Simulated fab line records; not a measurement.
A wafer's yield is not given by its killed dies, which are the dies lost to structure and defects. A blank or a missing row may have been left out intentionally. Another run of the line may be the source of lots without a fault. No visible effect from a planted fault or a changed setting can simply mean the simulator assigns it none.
Split-lot study | flow n5Finfet | 39 wafers read from 7 lots, route of 1938 steps

== ON THE SPLIT ==
At N5_SD_EPI_N_DEVELOP_08 (develop time 30 s), the setting developTimeS was moved away from the recipe's 30 s on 9 of the 39 wafers read, by -50.7% to +38.6%. All remaining wafers had this setting at the recipe value.

Between the split and the reading, the file records no step.

== THE READING ==
cdNm at N5_SD_EPI_N_CD_MEAS_09, given in nm (cd target 120 nm). Typical for fault-free wafers on this fab line: 120.2 nm, with standard deviation 0.57 nm.

wafer  | tool, chamber at the split | developTimeS as run, s | against the recipe | cdNm, nm | against lot-mates on the recipe
L075.1 | lithoTrack-03, 0           | 41.59                  | +38.6%             | 121.1    | +1.5
L075.2 | lithoTrack-03, 0           | 41.59                  | +38.6%             | 121.6    | +2.0
L075.3 | lithoTrack-03, 0           | 30                     | recipe             | 119.6    | -
L075.4 | lithoTrack-03, 0           | 30                     | recipe             | 119.7    | -
L075.5 | lithoTrack-03, 0           | 30                     | recipe             | 119.6    | -
L075.6 | lithoTrack-03, 0           | 41.59                  | +38.6%             | 121.6    | +2.0
L080.1 | lithoTrack-05, 0           | 14.79                  | -50.7%             | 117.1    | -3.5
L080.2 | lithoTrack-05, 0           | 14.79                  | -50.7%             | 117.4    | -3.2
L080.3 | lithoTrack-05, 0           | 14.79                  | -50.7%             | 117.0    | -3.6
L080.4 | lithoTrack-05, 0           | 30                     | recipe             | 120.8    | -
L080.5 | lithoTrack-05, 0           | 30                     | recipe             | 120.8    | -
L080.6 | lithoTrack-05, 0           | 30                     | recipe             | 120.2    | -
L081.1 | lithoTrack-05, 0           | 30                     | recipe             | 119.9    | -
L081.2 | lithoTrack-05, 0           | 30                     | recipe             | 119.5    | -
L081.3 | lithoTrack-05, 0           | 30                     | recipe             | 119.7    | -
L081.4 | lithoTrack-05, 0           | 30                     | recipe             | 120.0    | -
L081.5 | lithoTrack-05, 0           | 30                     | recipe             | 120.4    | -
L081.6 | lithoTrack-05, 0           | 30                     | recipe             | 120.8    | -
L093.1 | lithoTrack-05, 0           | 30                     | recipe             | 120.9    | -
L093.2 | lithoTrack-05, 0           | 30                     | recipe             | 120.9    | -
L093.3 | lithoTrack-05, 0           | 30                     | recipe             | 120.4    | -
L093.4 | lithoTrack-05, 0           | 30                     | recipe             | 120.4    | -
L093.5 | lithoTrack-05, 0           | 30                     | recipe             | 120.5    | -
L093.6 | lithoTrack-05, 0           | 30                     | recipe             | 120.0    | -
L094.1 | lithoTrack-03, 0           | 30                     | recipe             | 119.1    | -
L094.4 | lithoTrack-03, 0           | 30                     | recipe             | 120.2    | -
L094.5 | lithoTrack-03, 0           | 30                     | recipe             | 120.6    | -
L096.1 | lithoTrack-02, 0           | 17.66                  | -41.1%             | 118.0    | -2.3
L096.2 | lithoTrack-02, 0           | 30                     | recipe             | 120.9    | -
L096.3 | lithoTrack-02, 0           | 30                     | recipe             | 120.6    | -
L096.4 | lithoTrack-02, 0           | 17.66                  | -41.1%             | 117.4    | -2.9
L096.5 | lithoTrack-02, 0           | 30                     | recipe             | 119.4    | -
L096.6 | lithoTrack-02, 0           | 17.66                  | -41.1%             | 117.0    | -3.3
L097.1 | lithoTrack-05, 0           | 30                     | recipe             | 120.2    | -
L097.2 | lithoTrack-05, 0           | 30                     | recipe             | 120.5    | -
L097.3 | lithoTrack-05, 0           | 30                     | recipe             | 120.8    | -
L097.4 | lithoTrack-05, 0           | 30                     | recipe             | 120.6    | -
L097.5 | lithoTrack-05, 0           | 30                     | recipe             | 120.1    | -
L097.6 | lithoTrack-05, 0           | 30                     | recipe             | 119.3    | -

FIT RESULTS
A straight line over all 39 wafers: cdNm changes by +0.0534 nm for each +1% of developTimeS; r = +0.90; the points scatter about the line by 0.56 nm.
The same after taking each lot's own level away (the mean of its wafers on the recipe; 39 wafers): +0.0617 nm for each +1%; r = +0.94; scatter 0.46 nm.
On that fit, the largest move of developTimeS shifts the reading by 3.1 nm.
From 119.63 to 120.60 nm: that is the span of the lots' own levels, equal to 1.7 times the standard deviation above.
Thus the slope moves with the lot-to-lot level: the two fits are different.
Check: for one of the wafers moved furthest among these (-50.7%), held out of the fit, the line's prediction against its lot-mates is -3.17 nm. Against them it came out at -3.5 nm.

== ADDITIONAL SPLITS CARRIED BY THESE WAFERS ==
These wafers also went through other splits before the reading. Each is held against what the fit with the lots' levels taken away leaves over:
other split on the same wafers        | wafers away from the commonest value | r with cdNm (lot level and that fit taken away)
N5_ZERO_LAYER_DEVELOP_10 developTimeS | 9                                    | +0.22

== THE WHOLE CHAIN: every reading that the file lists as answering this split, in the file's order ==
step                   | what it does                                           | reading                                                        | change (the file's fit)                | r (the file's)
N5_SD_EPI_N_CD_MEAS_09 | target cd 120 nm                                       | cdNm                                                           | +0.0623 nm for each +1% of the setting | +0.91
N5_SD_EPI_N_DESCUM_14  | chemistry O2, time 7.9 s                               | SD_EPI_N.cdNm (the simulator's own value, which no gauge read) | +0.0671 nm for each +1% of the setting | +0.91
N5_SD_EPI_N_ETCH_34    | etches SiARC in CF4, target depth 45.5 nm, time 75.8 s | SD_EPI_N.cdNm (the simulator's own value, which no gauge read) | +0.0677 nm for each +1% of the setting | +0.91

== FILE'S OWN FIT ==
cdNm changes by +0.0623 nm for each +1% of developTimeS, r = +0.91.
